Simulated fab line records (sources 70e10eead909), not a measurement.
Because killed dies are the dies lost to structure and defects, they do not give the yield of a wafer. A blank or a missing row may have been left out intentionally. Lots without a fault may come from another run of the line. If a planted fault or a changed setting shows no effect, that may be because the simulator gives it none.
What tool caused it? + flow nand-harc + 24 lots, 72 wafers sampled, at 6 steps of a route of 1159

== WHAT THE GAUGES SHOWED, per wafer ==
Not one reading of a measure or inspect step in the record can be checked against a usual standard deviation.

== TOOL THAT RAN EACH LOT (tool first, then ch and the chambers of the sampled wafers, then the start) ==
| lot  | NHARC_A_CONTACT_DEP_57        | NHARC_A_CONTACT_ETCH_124             | NHARC_A_CONTACT_ETCH_130             | NHARC_A_CONTACT_ETCH_133             | NHARC_A_CONTACT_ETCH_136             | NHARC_A_CONTACT_ETCH_138             |
|------|-------------------------------|--------------------------------------|--------------------------------------|--------------------------------------|--------------------------------------|--------------------------------------|
| L075 | acl-dep-01 ch 0, day 16 14:20 | har-cap-etch-02 ch 0,1, day 16 17:30 | har-cap-etch-02 ch 0,1, day 16 18:23 | har-cap-etch-02 ch 0,1, day 16 19:01 | har-cap-etch-01 ch 0,1, day 17 00:07 | har-cap-etch-01 ch 0,1, day 17 00:22 |
| L076 | acl-dep-02 ch 0, day 16 14:28 | har-cap-etch-01 ch 0,1, day 16 18:13 | har-cap-etch-01 ch 0,1, day 16 19:07 | har-cap-etch-01 ch 0,1, day 16 19:32 | har-cap-etch-03 ch 0,1, day 17 00:43 | har-cap-etch-03 ch 0,1, day 17 01:02 |
| L074 | acl-dep-03 ch 0, day 16 23:19 | har-cap-etch-02 ch 0,1, day 17 03:10 | har-cap-etch-02 ch 0,1, day 17 04:05 | har-cap-etch-02 ch 0,1, day 17 04:31 | har-cap-etch-03 ch 0,1, day 17 10:10 | har-cap-etch-03 ch 0,1, day 17 10:30 |
| L079 | acl-dep-01 ch 0, day 17 15:28 | har-cap-etch-02 ch 0,1, day 17 19:15 | har-cap-etch-02 ch 0,1, day 17 20:09 | har-cap-etch-02 ch 0,1, day 17 20:35 | har-cap-etch-03 ch 0,1, day 18 03:55 | har-cap-etch-03 ch 0,1, day 18 04:14 |
| L080 | acl-dep-01 ch 0, day 17 20:50 | har-cap-etch-01 ch 0,1, day 18 00:06 | har-cap-etch-01 ch 0,1, day 18 00:59 | har-cap-etch-01 ch 0,1, day 18 01:28 | har-cap-etch-03 ch 0,1, day 18 07:02 | har-cap-etch-03 ch 0,1, day 18 07:22 |
| L077 | acl-dep-02 ch 0, day 18 01:06 | har-cap-etch-01 ch 0,1, day 18 04:56 | har-cap-etch-01 ch 0,1, day 18 05:50 | har-cap-etch-01 ch 0,1, day 18 06:17 | har-cap-etch-03 ch 0,1, day 18 15:26 | har-cap-etch-03 ch 0,1, day 18 15:41 |
| L078 | acl-dep-02 ch 0, day 18 10:41 | har-cap-etch-01 ch 0,1, day 18 14:26 | har-cap-etch-01 ch 0,1, day 18 15:21 | har-cap-etch-01 ch 0,1, day 18 15:47 | har-cap-etch-02 ch 0,1, day 18 21:08 | har-cap-etch-02 ch 0,1, day 18 21:23 |
| L081 | acl-dep-02 ch 0, day 18 12:36 | har-cap-etch-02 ch 0,1, day 18 16:08 | har-cap-etch-02 ch 0,1, day 18 17:02 | har-cap-etch-02 ch 0,1, day 18 17:28 | har-cap-etch-01 ch 0,1, day 18 23:41 | har-cap-etch-01 ch 0,1, day 18 23:55 |
| L083 | acl-dep-03 ch 0, day 19 00:35 | har-cap-etch-02 ch 1, day 19 04:26   | har-cap-etch-02 ch 1, day 19 05:21   | har-cap-etch-02 ch 1, day 19 05:46   | har-cap-etch-02 ch 0,1, day 19 12:28 | har-cap-etch-02 ch 0,1, day 19 12:42 |
| L082 | acl-dep-02 ch 0, day 19 01:11 | har-cap-etch-01 ch 0,1, day 19 05:11 | har-cap-etch-01 ch 0,1, day 19 06:05 | har-cap-etch-01 ch 0,1, day 19 06:31 | har-cap-etch-01 ch 0,1, day 19 12:51 | har-cap-etch-01 ch 0,1, day 19 13:06 |
| L084 | acl-dep-02 ch 0, day 19 05:04 | har-cap-etch-02 ch 0, day 19 09:58   | har-cap-etch-02 ch 0, day 19 10:53   | har-cap-etch-02 ch 0, day 19 11:18   | har-cap-etch-03 ch 0,1, day 19 17:08 | har-cap-etch-03 ch 0,1, day 19 17:28 |
| L085 | acl-dep-03 ch 0, day 19 14:23 | har-cap-etch-02 ch 0,1, day 19 18:05 | har-cap-etch-02 ch 0,1, day 19 18:59 | har-cap-etch-02 ch 0,1, day 19 19:25 | har-cap-etch-02 ch 0,1, day 20 00:44 | har-cap-etch-02 ch 0,1, day 20 00:59 |
| L088 | acl-dep-02 ch 0, day 19 15:22 | har-cap-etch-01 ch 0,1, day 19 18:24 | har-cap-etch-01 ch 0,1, day 19 19:17 | har-cap-etch-01 ch 0,1, day 19 19:47 | har-cap-etch-01 ch 0,1, day 20 01:29 | har-cap-etch-01 ch 0,1, day 20 01:44 |
| L086 | acl-dep-01 ch 0, day 20 01:23 | har-cap-etch-03 ch 0,1, day 20 05:13 | har-cap-etch-03 ch 0,1, day 20 06:41 | har-cap-etch-03 ch 0,1, day 20 07:16 | har-cap-etch-02 ch 0,1, day 20 13:06 | har-cap-etch-02 ch 0,1, day 20 13:21 |
| L090 | acl-dep-01 ch 0, day 20 11:13 | har-cap-etch-03 ch 0,1, day 20 15:23 | har-cap-etch-03 ch 0,1, day 20 16:35 | har-cap-etch-03 ch 0,1, day 20 17:09 | har-cap-etch-02 ch 0,1, day 20 23:32 | har-cap-etch-02 ch 0,1, day 20 23:47 |
| L087 | acl-dep-02 ch 0, day 20 12:44 | har-cap-etch-02 ch 0,1, day 20 16:36 | har-cap-etch-02 ch 0,1, day 20 17:31 | har-cap-etch-02 ch 0,1, day 20 17:56 | har-cap-etch-01 ch 0,1, day 21 01:50 | har-cap-etch-01 ch 0,1, day 21 02:05 |
| L089 | acl-dep-03 ch 0, day 20 14:06 | har-cap-etch-01 ch 0,1, day 20 18:09 | har-cap-etch-01 ch 0,1, day 20 19:04 | har-cap-etch-01 ch 0,1, day 20 19:29 | har-cap-etch-02 ch 0,1, day 21 04:55 | har-cap-etch-02 ch 0,1, day 21 05:10 |
| L091 | acl-dep-01 ch 0, day 20 18:43 | har-cap-etch-03 ch 0,1, day 20 22:08 | har-cap-etch-03 ch 0,1, day 20 23:20 | har-cap-etch-03 ch 0,1, day 20 23:56 | har-cap-etch-01 ch 0,1, day 21 08:34 | har-cap-etch-01 ch 0,1, day 21 08:49 |
| L093 | acl-dep-02 ch 0, day 21 11:01 | har-cap-etch-01 ch 0,1, day 21 14:23 | har-cap-etch-01 ch 0,1, day 21 15:16 | har-cap-etch-01 ch 0,1, day 21 15:46 | har-cap-etch-02 ch 0,1, day 21 21:08 | har-cap-etch-02 ch 0,1, day 21 21:22 |
| L094 | acl-dep-03 ch 0, day 21 12:36 | har-cap-etch-03 ch 0,1, day 21 16:19 | har-cap-etch-03 ch 0,1, day 21 17:13 | har-cap-etch-03 ch 0,1, day 21 17:38 | har-cap-etch-01 ch 0,1, day 22 00:13 | har-cap-etch-01 ch 0,1, day 22 00:28 |
| L092 | acl-dep-01 ch 0, day 21 13:50 | har-cap-etch-01 ch 0,1, day 21 17:41 | har-cap-etch-01 ch 0,1, day 21 18:35 | har-cap-etch-01 ch 0,1, day 21 19:02 | har-cap-etch-02 ch 0,1, day 22 01:14 | har-cap-etch-02 ch 0,1, day 22 01:29 |
| L095 | acl-dep-02 ch 0, day 21 20:13 | har-cap-etch-03 ch 0,1, day 21 23:38 | har-cap-etch-03 ch 0,1, day 22 00:31 | har-cap-etch-03 ch 0,1, day 22 01:01 | har-cap-etch-02 ch 0,1, day 22 06:06 | har-cap-etch-02 ch 0,1, day 22 06:21 |
| L096 | acl-dep-02 ch 0, day 22 04:35 | har-cap-etch-01 ch 0,1, day 22 08:23 | har-cap-etch-01 ch 0,1, day 22 09:17 | har-cap-etch-01 ch 0,1, day 22 09:43 | har-cap-etch-01 ch 0,1, day 22 15:05 | har-cap-etch-01 ch 0,1, day 22 15:20 |
| L097 | acl-dep-03 ch 0, day 22 18:35 | har-cap-etch-01 ch 0,1, day 22 22:28 | har-cap-etch-01 ch 0,1, day 22 23:22 | har-cap-etch-01 ch 0,1, day 22 23:48 | har-cap-etch-01 ch 0,1, day 23 05:19 | har-cap-etch-01 ch 0,1, day 23 05:34 |
- NHARC_A_CONTACT_DEP_57: deposits aC, target thk 2800 nm.
- NHARC_A_CONTACT_ETCH_124: etches the open film in C4F8/O2/Ar, time 140 s, target depth 700 nm.
- NHARC_A_CONTACT_ETCH_130: etches the open film in C4F8/O2/Ar, time 155 s, target depth 956 nm.
- NHARC_A_CONTACT_ETCH_133: etches the open film in C4F8/O2/Ar, time 195 s, target depth 840 nm.
- NHARC_A_CONTACT_ETCH_136: etches the open film in C4F8/O2/Ar, time 132 s, target depth 1287 nm.
- NHARC_A_CONTACT_ETCH_138: etches the open film in C4F8/O2/Ar, time 132 s, target depth 1289 nm.

== WHAT THE TOOLS THEMSELVES READ (means of the sampled wafers that have a number; where no wafer has one, the mark that the record gives instead) ==
NHARC_A_CONTACT_DEP_57. Usual: throttle-valve-pct 34.999 %, standard deviation 0.0091.
| lot  | tool       | throttle-valve-pct (%) | flag |
|------|------------|------------------------|------|
| L075 | acl-dep-01 | 34.999                 |      |
| L076 | acl-dep-02 | 35.003                 |      |
| L074 | acl-dep-03 | 35.000                 |      |
| L079 | acl-dep-01 | 35.001                 |      |
| L080 | acl-dep-01 | 35.006                 |      |
| L077 | acl-dep-02 | 34.999                 |      |
| L078 | acl-dep-02 | 34.997                 |      |
| L081 | acl-dep-02 | 35.002                 |      |
| L083 | acl-dep-03 | 34.994                 |      |
| L082 | acl-dep-02 | 34.997                 |      |
| L084 | acl-dep-02 | 35.004                 |      |
| L085 | acl-dep-03 | 35.000                 |      |
| L088 | acl-dep-02 | 35.007                 |      |
| L086 | acl-dep-01 | 35.001                 |      |
| L090 | acl-dep-01 | 34.998                 |      |
| L087 | acl-dep-02 | 34.995                 |      |
| L089 | acl-dep-03 | 34.986                 |      |
| L091 | acl-dep-01 | 35.004                 |      |
| L093 | acl-dep-02 | 35.000                 |      |
| L094 | acl-dep-03 | 35.006                 |      |
| L092 | acl-dep-01 | 35.003                 |      |
| L095 | acl-dep-02 | 34.999                 |      |
| L096 | acl-dep-02 | 35.008                 |      |
| L097 | acl-dep-03 | 34.983                 |      |

== THE ANSWER, worked out from the rows above alone ==
Rule: a lot counts as off when the mean over its wafers that have a number is more than 3 standard deviations away from the usual mean. Also off: a lot with no number at a reading for which 4 or more lots have one. Any other lot the step has rows for is counted as sound. First the gauges in route order, then the tools' own readings, where a lot's mean is used as printed above. The first step at which some lot is off is used, and at that step the reading that is off furthest; a lot without a number counts as furthest.
Across all readings shown, no lot is off: no conclusion can be drawn from this.

== WHAT THE SIMULATOR HAD INSERTED ==
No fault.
